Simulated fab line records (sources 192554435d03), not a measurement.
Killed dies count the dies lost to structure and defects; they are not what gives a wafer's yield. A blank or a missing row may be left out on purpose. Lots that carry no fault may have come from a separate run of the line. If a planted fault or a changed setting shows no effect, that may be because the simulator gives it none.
fab line records	flow n5-finfet
[record] lots = 5	wafers = 15	last-day = 17
route steps=1938 shown MOL_CONTACT_COAG@533 BEOL_M4@1111 PASSIVATION@1936
lots with no fault: from the same line, run without faults
start-h: start of the lot's first displayed wafer, in hours after the record's first day	wait-h: hours since the lot's step before	" identical to the entry in the row above	L1.1+2: one row covering several wafers at once	- no value, or no start was given	* or withheld: withheld	< > ~ a bound
route shown NAME@n: NAME is a module with steps in the file, n the number in the route of the first one	usual: the fault-free wafers' mean and standard deviation	same: alike in all rows	chamber/n: place in a boat	sites: readings site by site	_std_site: their standard deviation	_edge_site: outer sites' mean less inner sites'	radius-mm: for every site, how far away it sits from the centre of the wafer	mask NAME#n: copy n	behind: the most recent tool/chamber to have shaped the wafer	hold: the reason the lot was held/the length of the hold in hours/how it ended	device: transistor that didn't switch, given as n, p or np	end of line: the same wafers' tests at the end of the route	a step given without rows: its recipe and nothing more	killed: dies that structure and defects cost at the first sort, which is not the same as the wafer's yield	map: a wafer's dies, marking killed ones x, the rest . and places with no die _
set.NAME: the setting the step ran with; set.NAME@STEP: the setting that earlier step ran with	model.NAME: the simulator's own value behind a step, which no gauge read
lots at some steps of the route; a table a step, a row a wafer
[[steps]]
[step N5_MOL_CONTACT_COAG_STRIP_107]
[recipe] chemistry = N2/H2	temp-c = 40	n2-flow-sccm = 200	h2-flow-sccm = 200	rf-frequency-hz = 6e+07
[step N5_MOL_CONTACT_COAG_STRIP_108]
[recipe] chemistry = N2/H2	temp-c = 40	n2-flow-sccm = 200	h2-flow-sccm = 200	rf-frequency-hz = 6e+07
[step N5_MOL_CONTACT_COAG_CONTACT_ETCH_14]
[recipe] chemistry = C4F6/O2	target = SiO2	target-depth-a = 275	overetch-a = 85	mask-material = SOC	pressure-mtorr = 30	source-w = 370	bias-w = 185	Ar_flow_sccm = 300	C4F6_flow_sccm = 16	O2_flow_sccm = 10	time-s = 20	ion-energy-ev = 259.6
[step N5_MOL_CONTACT_COAG_STRIP_109]
[recipe] chemistry = C4F6/O2	resist = SiARC	rf-frequency-hz = 6e+07
[step N5_MOL_CONTACT_COAG_ETCH_15]
[recipe] chemistry = CH3F/O2	target = SiNx	target-depth-a = 70	mask-material = SOC	stop-on = Si:P	over-etch-frac = 0.75	ion-energy-ev = 120	pressure-mtorr = 30	source-w = 395	bias-w = 73	Ar_flow_sccm = 150	CH3F_flow_sccm = 30	O2_flow_sccm = 20
[step N5_MOL_CONTACT_COAG_ETCH_110]
[recipe] chemistry = CF4/O2	target = Si	target-depth-a = 25	time-s = 8	pressure-mtorr = 100	source-w = 200	bias-w = 12	ion-energy-ev = 60	Ar_flow_sccm = 100	cf4-flow-sccm = 100	O2_flow_sccm = 10
[step N5_MOL_CONTACT_COAG_STRIP_98]
[recipe] chemistry = N2/H2	power-w = 500	temp-c = 40	pressure-mtorr = 50	rf-frequency-hz = 6e+07	overash-fraction = 0.3	bias-power-w = 8	h2-frac = 0.5	n2-flow-sccm = 300	h2-flow-sccm = 300
[step N5_MOL_CONTACT_COAG_IMPLANT_129]
[recipe] species = Ge	energy-kev = 3	dose-cm2 = 6e+14	tilt-deg = 0	rotation-deg = 0
[step N5_MOL_CONTACT_COAG_PRECLEAN_111]
[recipe] chemistry = NF3:NH3	afs-cycles = 1	temp-c = 30	time-s = 20	sublimation-temp-c = 180	sublimation-time-s = 60	pressure-torr = 3	rf-power-w = 30
[step N5_MOL_CONTACT_COAG_TI_SIL_19]
[recipe] material = Ti	target-thk-a = 42	temp-c = 200	chamber-pressure-pa = 5	power-w = 5000	time-s = 15
[step N5_MOL_CONTACT_COAG_ALD_20]
[recipe] material = TiN	target-thk-a = 15	temp-c = 400	ald-precursor-family = TiCl4	ald-co-reactant = NH3	pulse-time-s = 1	purge-time-s = 3	co-reactant-purge-time-s = 2	co-reactant-pulse-time-s = 2	ald-cycles = 68	pressure-torr = 3
[step N5_MOL_CONTACT_COAG_SIL_ANNEAL_21]
[recipe] temp-c = 550	time-s = 60	ambient = N2
[usual] lamp-power-pct = 6.1/0.57	lamp_zone_1_pct = 6.1/0.57	wafer_temp_C_max = 552.8/0.65
lot.wafer	tool	chamber	start-h	wait-h	lamp-power-pct	lamp_zone_1_pct	wafer_temp_C_max
L484.1	rtp-anneal-02	0	120.04	0.2	6.7	6.7	553.6
L484.2	"	0	"	"	6.7	6.7	553.1
L484.6	"	0	"	"	6.7	6.7	552.5
L494.3	rtp-anneal-02	-	181.36	0.4	-	-	-
L494.4	"	-	"	"	-	-	-
L494.5	"	-	"	"	-	-	-
L495.2	rtp-anneal-02	-	192.21	0.2	-	-	-
L495.3	"	-	"	"	-	-	-
L495.6	"	-	"	"	-	-	-
L496.1	rtp-anneal-02	-	195.77	0.2	-	-	-
L496.2	"	-	"	"	-	-	-
L496.6	"	-	"	"	-	-	-
L502.3	rtp-anneal-01	0	230.74	0.3	5.5	5.5	552.3
L502.4	"	0	"	"	5.5	5.5	552.5
L502.6	"	0	"	"	5.5	5.5	552.0
[step N5_MOL_CONTACT_COAG_PRE_CLEAN_141]
[recipe] gas = H2/He	time-s = 60	temp-c = 300
[step N5_MOL_CONTACT_COAG_SPUTTER_143]
[recipe] material = Co	target-thk-a = 25	temp-c = 25	chamber-pressure-pa = 0.2
[step N5_MOL_CONTACT_COAG_CO_FILL_22]
[recipe] material = Co	target-thk-a = 200	temp-c = 200	precursor = CCTBA/H2	pressure-torr = 30
[step N5_MOL_CONTACT_COAG_ANNEAL_113]
[recipe] temp-c = 400	time-s = 300	ambient = H2/N2
[step N5_MOL_CONTACT_COAG_PRE_CLEAN_142]
[recipe] gas = H2/He	time-s = 60	temp-c = 300
[step N5_MOL_CONTACT_COAG_SPUTTER_130]
[recipe] material = Co	target-thk-a = 475	temp-c = 25	chamber-pressure-pa = 0.5	power-w = 3000
[step N5_MOL_CONTACT_COAG_PRECLEAN_125]
[recipe] chemistry = DIW	time-s = 57.5	temp-c = 23
[step N5_MOL_CONTACT_COAG_SRD_126]
[recipe] dry-time-s = 32	dry = n2-spin	spin-rpm = 1500
[step N5_MOL_CONTACT_COAG_CMP_23]
[recipe] stop-on = SiO2	t-overpolish-s = 1.5	post-cmp-clean = cu-alkaline	down-force-psi = 2	platen-rpm = 50.289	pad-velocity-m-s = 1.0006	target-thk-nm = 0
[step N5_MOL_CONTACT_COAG_WET_ETCH_26]
[recipe] target = Co	target-depth-nm = 13
[step N5_MOL_CONTACT_COAG_WET_ETCH_116]
[recipe] chemistry = SC1-inhibited	target-depth-nm = 4.6	dry = ipa-marangoni	rinse-time-s = 30	rinse-temp-c = 23
[step N5_MOL_CONTACT_COAG_ALD_27]
[recipe] material = SiOC	target-thk-a = 170	temp-c = 400	ald-precursor-family = carbosiloxane	ald-co-reactant = H2-plasma	pulse-time-s = 1.5	time-s = 2720	purge-time-s = 2	co-reactant-purge-time-s = 2	ald-cycles = 340	pressure-torr = 2
[step N5_MOL_CONTACT_COAG_CMP_28]
[recipe] stop-on = SiNx	t-overpolish-s = 0.85	post-cmp-clean = alkaline-brush	down-force-psi = 4.15	platen-rpm = 51.8	pad-velocity-m-s = 1.0307	target-thk-nm = 14.522
[step N5_MOL_CONTACT_COAG_ALD_123]
[recipe] material = SiNx	target-thk-a = 50	temp-c = 400	ald-precursor-family = SiH2I2	ald-co-reactant = N2/H2-plasma	pulse-time-s = 1	purge-time-s = 2	co-reactant-purge-time-s = 2	ald-cycles = 100	pressure-torr = 2
[step N5_MOL_CONTACT_COAG_PECVD_31]
[recipe] material = SiO2	target-thk-a = 460	temp-c = 400	precursor = TEOS/O2	pressure-torr = 6.5	rf-w = withheld	teos-flow-sccm = withheld	gas = O2	flow-sccm = 2650	time-s = 8.9
[step N5_MOL_CONTACT_COAG_COAT_75]
[recipe] resist = SOC	temp-c = 250	time-s = 60	spin-rpm = 1500	resist-thk-nm = 60
[step N5_MOL_CONTACT_COAG_COAT_76]
[recipe] resist = SiARC	temp-c = 220	time-s = 60	spin-rpm = 1500	resist-thk-nm = 10
[step N5_MOL_CONTACT_COAG_COAT_77]
[recipe] resist = underlayer	temp-c = 205	time-s = 60	spin-rpm = 1500	resist-thk-nm = 10
[step N5_MOL_CONTACT_COAG_COAT_78]
[recipe] resist = CAR-EUV	spin-rpm = 1500	resist-thk-nm = 40
[step N5_MOL_CONTACT_COAG_EBR_80]
[recipe] solvent = PGMEA	ebr-width-mm = 1.5
[step N5_MOL_CONTACT_COAG_SOFTBAKE_79]
[recipe] temp-c = 110	time-s = 60	resist = CAR-EUV
[step N5_MOL_CONTACT_COAG_EXPOSE_81]
[recipe] mask-id = VG	na = 0.33	source-shape = annular	sigma-inner = 0.3	sigma-outer = 0.7	polarization = unpolarized	defocus-nm = 0	dose-mj = 59.5
[step N5_MOL_CONTACT_COAG_PEB_82]
[recipe] peb-temp-c = 100	peb-time-s = 60	resist = CAR-EUV
[step N5_MOL_CONTACT_COAG_DEVELOP_83]
[recipe] develop-time-s = 30	developer = TMAH	resist = CAR-EUV	rinse-liquid = surfactant-rinse	dry = air-spin	dev-temp-c = 23
[step N5_BEOL_M4_RC_MEAS_101]
[usual] DIBL_N = 36.2/1.7	DIBL_P = 36.6/1.9	IOFF_N = 0.16/0.032	IOFF_P = 0.21/0.037	ION_N = 675/12	ION_P = 460/8.1	RC_DENSE_N = 19.1/0.43	RC_DENSE_P = 23.9/0.53	RC_N = 15.6/0.34	RC_P = 19.4/0.44	REXT_N = 76.5/1.6	REXT_P = 100.3/2.6	SS_N = 71.4/0.58	SS_P = 73.4/0.64	VT_N = 249/3.2	VT_P = -252/3.4
lot.wafer	tool	chamber	start-h	wait-h	DIBL_N[mV/V]	DIBL_P[mV/V]	IOFF_N[nA/um]	IOFF_P[nA/um]	ION_N[uA/um]	ION_P[uA/um]	RC_DENSE_N[ohm.um]	RC_DENSE_P[ohm.um]	RC_N[ohm.um]	RC_P[ohm.um]	REXT_N[ohm.um]	REXT_P[ohm.um]	SS_N[mV/dec]	SS_P[mV/dec]	VT_N[mV]	VT_P[mV]
L484.1	prober-02	0	194.21	0.0	37.8	37.4	0.18	0.20	667	459	18.9	23.8	15.5	19.3	75.0	99.1	72.2	73.2	250	-251
L484.2	"	0	"	"	34.2	34.7	0.13	0.17	666	459	19.7	24.6	16.0	20.1	76.4	98.1	70.6	72.6	253	-253
L484.6	"	0	"	"	37.5	37.7	0.18	0.21	678	462	19.5	24.3	15.7	19.7	75.6	98.4	71.9	73.4	250	-248
L494.3	prober-01	0	249.40	0.3	33.4	34.6	0.14	0.15	609	412	70.2	88.0	57.4	71.3	111.2	142.0	70.5	73.4	251	-258
L494.4	"	0	"	"	37.5	39.1	0.20	0.20	617	418	71.1	87.5	57.4	70.6	110.8	141.5	71.5	73.7	249	-258
L494.5	"	0	"	"	31.0	31.5	0.11	0.12	606	413	68.8	86.3	55.9	69.7	109.8	138.5	70.5	72.3	253	-261
L496.1	prober-02	0	263.78	0.0	35.0	36.4	0.14	0.19	626	432	69.5	86.5	56.2	70.8	115.3	148.2	71.9	73.1	252	-253
L496.2	"	0	"	"	36.7	37.1	0.16	0.20	630	434	68.6	86.6	55.9	70.0	112.8	147.0	71.8	73.5	247	-254
L496.6	"	0	"	"	35.1	35.6	0.14	0.17	621	431	69.4	86.8	56.5	70.8	111.4	147.0	71.2	72.6	250	-254
L495.2	prober-01	0	265.67	0.2	35.0	33.8	0.13	0.16	602	416	70.2	88.6	57.8	73.3	113.4	144.9	70.6	72.8	253	-257
L495.3	"	0	"	"	33.0	32.7	0.12	0.15	607	420	70.3	88.1	57.3	71.9	112.6	143.5	71.1	73.0	255	-255
L495.6	"	0	"	"	35.0	34.3	0.14	0.17	603	415	70.3	88.0	57.3	71.2	111.7	143.5	70.7	72.9	254	-255
L502.3	prober-02	0	297.06	0.3	36.4	34.8	0.15	0.19	673	466	19.6	24.7	16.0	19.9	79.4	104.4	70.6	72.9	248	-252
L502.4	"	0	"	"	38.6	37.5	0.19	0.24	688	468	19.1	23.7	15.8	19.4	77.7	102.8	71.2	73.2	247	-250
L502.6	"	0	"	"	36.1	33.7	0.14	0.18	656	456	19.4	24.4	15.9	19.8	78.8	104.5	70.8	72.0	253	-254
[step N5_PASSIVATION_PROBE_49]
[usual] defect-limited-yield = 91.3/1.5	killed_at_M0_to_M3 = 35/10	killed_at_M4_up = 12/4.6	killed-at-contacts = 13/6.6	killed-at-front-end = 39/11	killed-at-other = 4/3.4	killed-dies = 103/17	killed-open = 67/13	killed-short = 35/8.2	sort_bin_5_function = 5.1/0.94	sort_bin_6_memory = 3.2/0.7	sort_bin_8_speed = 0.00/0.03	sort-n-pass = 1077/17	sort-yield-pct = 91.3/1.5
[same] gross-dies = 1180	killed-at-back-side = 0	sort_bin_4_leakage[%] = 0
lot.wafer	tool	chamber	start-h	wait-h	defect-limited-yield[%]	killed_at_M0_to_M3	killed_at_M4_up	killed-at-contacts	killed-at-front-end	killed-at-other	killed-dies	killed-open	killed-short	sort_bin_5_function[%]	sort_bin_6_memory[%]	sort_bin_8_speed[%]	sort-n-pass	sort-yield-pct[%]
L494.3	prober-02	-	352.80	0.1	92.3	27	4	15	38	7	91	58	33	5.0	2.3	91.36	11	0.9
L494.4	prober-02	-	352.85	0.2	91.8	37	10	10	32	8	97	58	39	5.2	2.5	79.75	142	12.0
L494.5	prober-02	-	352.90	0.2	92.5	34	7	11	29	8	89	57	32	4.6	2.7	92.29	2	0.2
L495.2	prober-01	-	373.73	0.1	93.8	23	8	5	33	4	73	52	21	3.5	2.6	93.14	8	0.7
L495.3	prober-01	-	373.78	0.1	90.8	17	22	11	56	3	109	72	34	5.8	3.2	84.75	71	6.0
L495.6	prober-01	-	373.93	0.3	91.5	50	7	6	35	2	100	62	37	4.9	3.0	90.93	7	0.6
L496.1	prober-01	-	376.85	0.0	89.8	21	15	28	47	9	120	81	39	6.1	3.7	16.53	865	73.3
L496.2	prober-01	-	376.90	0.1	91.4	25	12	22	30	12	101	73	27	4.8	3.6	21.27	828	70.2
L496.6	prober-01	-	377.10	0.3	89.0	43	11	24	44	8	130	81	48	6.2	4.5	40.85	568	48.1
// killed by level:class
L494.3 FIN_SAQP:geometric-particle:short=15 MOL_CONTACT_COAG:geometric-particle:open=14 FIN_SAQP:geometric-particle:open=9 BEOL_M2:geometric-particle:open=9 DUMMY_GATE:geometric-particle:open=6 BEOL_M0_SAQP:geometric-particle:short=5 MIM_TOP_ETCH:geometric-particle:open=4 BEOL_M2:geometric-particle:short=4
L494.4 GATE_CUT:geometric-particle:short=7 MOL_CONTACT_COAG:geometric-particle:open=7 BEOL_M3:geometric-particle:open=7 BEOL_M0_SAQP:geometric-particle:short=6 DUMMY_GATE:geometric-particle:open=5 GATE_CUT:geometric-particle:open=5 BEOL_M0_SAQP:geometric-particle:open=5 BEOL_M1:geometric-particle:short=5
L494.5 MOL_CONTACT_COAG:geometric-particle:open=11 BEOL_M3:geometric-particle:open=7 BEOL_M2:geometric-particle:open=7 BEOL_M0_SAQP:geometric-particle:short=6 FIN_SAQP:geometric-particle:short=5 BEOL_M1:geometric-particle:open=5 STARTING-WAFER:geometric-particle:short=5 MIM_TOP_ETCH:geometric-particle:open=5
L495.2 STI_FIN_REVEAL:geometric-particle:open=11 FIN_SAQP:geometric-particle:open=10 BEOL_M0_SAQP:geometric-particle:short=9 BEOL_M0_SAQP:geometric-particle:open=8 MOL_CONTACT_COAG:geometric-particle:open=5 FIN_SAQP:geometric-particle:short=4 DUMMY_GATE:geometric-particle:open=3 BEOL_M0:geometric-particle:open=3
L495.3 STI_FIN_REVEAL:geometric-particle:open=19 MOL_CONTACT_COAG:geometric-particle:open=8 BEOL_M4:geometric-particle:open=7 BEOL_M0_SAQP:geometric-particle:short=5 GATE_CUT:geometric-particle:short=5 STARTING-WAFER:geometric-particle:short=5 FIN_SAQP:geometric-particle:open=4 STI_FIN_REVEAL:geometric-particle:short=4
L495.6 BEOL_M0_SAQP:geometric-particle:short=21 BEOL_M0_SAQP:geometric-particle:open=20 FIN_SAQP:geometric-particle:open=11 STI_FIN_REVEAL:geometric-particle:open=6 MOL_CONTACT_COAG:geometric-particle:open=5 ILD0:geometric-particle:open=3 GATE_CUT:geometric-particle:short=3 GATE_CUT:geometric-particle:open=3
L496.1 MOL_CONTACT_COAG:geometric-particle:open=25 FIN_SAQP:geometric-particle:short=11 STI_FIN_REVEAL:geometric-particle:open=7 GATE_CUT:geometric-particle:short=7 FIN_SAQP:geometric-particle:open=6 DUMMY_GATE:geometric-particle:short=4 BEOL_M2:geometric-particle:open=4 BEOL_M0_SAQP:geometric-particle:open=4
L496.2 MOL_CONTACT_COAG:geometric-particle:open=19 FIN_SAQP:geometric-particle:short=7 FIN_SAQP:geometric-particle:open=6 BEOL_M0_SAQP:geometric-particle:open=6 BEOL_M1:geometric-particle:open=6 MIM_TOP_ETCH:geometric-particle:open=5 STI_FIN_REVEAL:geometric-particle:open=4 MIM_TOP_ETCH:geometric-particle:short=4
L496.6 MOL_CONTACT_COAG:geometric-particle:open=21 FIN_SAQP:geometric-particle:short=16 BEOL_M1:geometric-particle:open=13 BEOL_M0_SAQP:geometric-particle:open=8 GATE_CUT:geometric-particle:short=7 BEOL_M0_SAQP:geometric-particle:short=7 ILD0:geometric-particle:short=5 ILD0:geometric-particle:open=5
// map L494.4 (x killed, . not)
_________________............________________
______________..x..xx....x......_____________
___________........x...............__________
__________.........................._________
________...x.x.................x......_______
_______..x..xxx.......x.......x........______
______....xxxx..x................x..x..._____
_____...x.............x..xx..............____
____...x............x.....................___
___....................x..........x......x.__
___.......x....x..x......x.....x...........__
__....................................x....._
__.........x.......x..........x........x...._
_.x................x.........x...............
_......x......................x....x.x.......
_.x..x..............xx.x..........x..........
_............................x.......x.......
_.........................................x..
_...x...............x.........x.....x........
_.............x.......................x......
_.....x................x........x.......x...x
__..............................x......x...._
__.x...........................x...........x_
___.......x.x..............x.x.............__
___....x...........x.........x...........x.__
____......x......x..............x.........___
_____.....................x..............____
______.x..........x....................._____
_______.........................x......______
________.....................x........_______
__________....x.......x.........xx.._________
___________..........x.x...x.x..x..__________
______________.................._____________
_________________............________________
// map L495.3 (x killed, . not)
_________________.......x...x________________
______________...........x......_____________
___________...........x...x........__________
__________............x............._________
________x..x...x..xxxx...............x_______
_______................................______
______.................................._____
_____x........xx.........................____
____...x....x......x.x..................x.___
___..............x.x............x.x........__
___x.x.......x................x............__
__.....x....x....x....x......x..x..........._
__...x......x...xx.x....x..........x..x....._
_................x.x..x....x.x.........xx....
_........................x...x...x...x...x...
_............................................
_...........x......................x.........
_..x.....x.........x...x...............x.....
_......x.......x.................x........x..
_......................x..................x..
_...x...x........x.............x...........xx
__..xx..............x....x..........x......x_
__....................x.....x.....x........._
___........................................__
___................................x.......__
____..xx........x.........................___
_____x.x.xx...x..................x...x...____
______.....x...............x.......x...._____
_______x.x...........................x.______
________..x..............x............_______
__________.......x......x..........._________
___________..x..........x..........__________
______________............x....._____________
_________________........x...________________
[[key]]
[first-sign] step = N5_MOL_CONTACT_COAG_SIL_ANNEAL_21	reading = tool-record	direction = missing
[effect] step = N5_BEOL_M4_RC_MEAS_101	reading = RC_N	direction = up	sigmas = 99+	usual = 15.6	struck = 56.9
[effect] step = N5_BEOL_M4_RC_MEAS_101	reading = RC_DENSE_P	direction = up	sigmas = 99+	usual = 23.9	struck = 87.4
[effect] step = N5_BEOL_M4_RC_MEAS_101	reading = RC_P	direction = up	sigmas = 99+	usual = 19.4	struck = 71.1
[effect] step = N5_BEOL_M4_RC_MEAS_101	reading = RC_DENSE_N	direction = up	sigmas = 99+	usual = 19.1	struck = 69.8
[effect] step = N5_BEOL_M4_RC_MEAS_101	reading = REXT_N	direction = up	sigmas = 22	usual = 76.5	struck = 112.1
[effect] step = N5_BEOL_M4_RC_MEAS_101	reading = REXT_P	direction = up	sigmas = 17	usual = 100.3	struck = 144.0
[effect] step = N5_BEOL_M4_RC_MEAS_101	reading = ION_N	direction = down	sigmas = 5.3	usual = 675	struck = 613
[effect] step = N5_BEOL_M4_RC_MEAS_101	reading = ION_P	direction = down	sigmas = 4.8	usual = 460	struck = 421
[effect] step = N5_PASSIVATION_PROBE_49	reading = sort_bin_8_speed	direction = up	sigmas = 99+	usual = 0.00	struck = 67.87
met-at N5_MOL_CONTACT_COAG_SIL_ANNEAL_21
struck-wafers L494.3,L494.4,L494.5,L495.2,L495.3,L495.6,L496.1,L496.2,L496.6
onset-between 120.04 181.36
[fault] kind = skipped-step-whole	tool = rtp-anneal-02	chamber = -	onset-h = 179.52	steps = N5_MOL_CONTACT_COAG_SIL_ANNEAL_21	scope = struck-lots-only
